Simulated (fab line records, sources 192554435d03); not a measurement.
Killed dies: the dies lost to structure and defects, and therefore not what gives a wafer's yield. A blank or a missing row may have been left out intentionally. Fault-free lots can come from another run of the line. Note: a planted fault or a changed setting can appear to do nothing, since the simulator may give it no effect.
Chamber matching | flow n5-finfet | rie-diel-06 running N5_BEOL_M6_ETCH_65: 4 sister chambers
The step etches SiARC in CF4, target depth 15.6 nm, time 26 s. 16 wafers are shown with their chamber, then 8 later ones without.

== WAFERS WITH THEIR CHAMBER ==
wafer  | chamber | drypump-motor-current-A (A) | throttle-valve-pct (%) | showerhead-plenum-p-Torr (Torr)
L074.2 | 0       | 5.9                         | 15.45                  | 2.14
L074.3 | 3       | 6.6                         | 15.38                  | 2.03
L074.4 | 3       | 6.6                         | 15.39                  | 2.03
L076.3 | 0       | 5.9                         | 15.48                  | 2.13
L076.5 | 3       | 6.6                         | 15.39                  | 2.02
L076.6 | 0       | 5.9                         | 15.48                  | 2.13
L082.1 | 2       | 5.6                         | 15.69                  | 2.05
L082.4 | 1       | 6.4                         | 15.54                  | 2.25
L082.6 | 0       | 5.9                         | 15.49                  | 2.13
L084.1 | 0       | 5.9                         | 15.53                  | 2.13
L084.2 | 3       | 6.6                         | 14.91                  | 2.27
L084.6 | 3       | 6.6                         | 14.92                  | 2.27
L088.2 | 2       | 5.7                         | 15.71                  | 2.05
L088.5 | 3       | 6.6                         | 14.93                  | 2.27
L088.6 | 2       | 5.7                         | 15.70                  | 2.05
L087.1 | 3       | 6.6                         | 14.93                  | 2.27

SIGNATURES (averages over the wafers above)
reading                  | chamber 0 | chamber 1 | chamber 2 | chamber 3 | scatter within a chamber
drypump-motor-current-A  | 5.900     | 6.400     | 5.667     | 6.600     | 0.0236
throttle-valve-pct       | 15.4860   | 15.5400   | 15.7000   | 15.1214   | 0.176
showerhead-plenum-p-Torr | 2.1320    | 2.2500    | 2.0500    | 2.1657    | 0.092
Rule: a wafer's distance from a chamber is the root of the sum, over the readings, of the square of ((its reading less the chamber's mean) divided by the reading's scatter). If the next closest chamber is less than 2 further off than the closest, the wafer can't be placed; otherwise it belongs to the closest. The scatter: the root of (the sum of the squares of (reading less its chamber's mean) over the shown wafers, divided by (wafers less chambers)).

== WAFERS WITH NO CHAMBER GIVEN ==
wafer  | drypump-motor-current-A (A) | throttle-valve-pct (%) | showerhead-plenum-p-Torr (Torr)
L087.2 | 6.5                         | 15.57                  | 2.25
L087.3 | 5.6                         | 15.70                  | 2.05
L094.1 | 6.4                         | 15.59                  | 2.24
L094.3 | 5.9                         | 15.56                  | 2.12
L094.4 | 6.6                         | 14.94                  | 2.27
L095.2 | 6.5                         | 15.60                  | 2.24
L095.4 | 5.6                         | 15.75                  | 2.04
L095.5 | 5.9                         | 15.54                  | 2.12

== THE CHAMBER EACH PASSED THROUGH ==
wafer  | from the rows above     | in truth
L087.2 | can't be placed: 1 or 3 | 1
L087.3 | 2                       | 2
L094.1 | 1                       | 1
L094.3 | 0                       | 0
L094.4 | 3                       | 3
L095.2 | can't be placed: 1 or 3 | 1
L095.4 | 2                       | 2
L095.5 | 0                       | 0
6 of 8 placed correctly. These rows do not allow placing 2 (true chamber among the candidates in 2). Placed wrongly: 0.
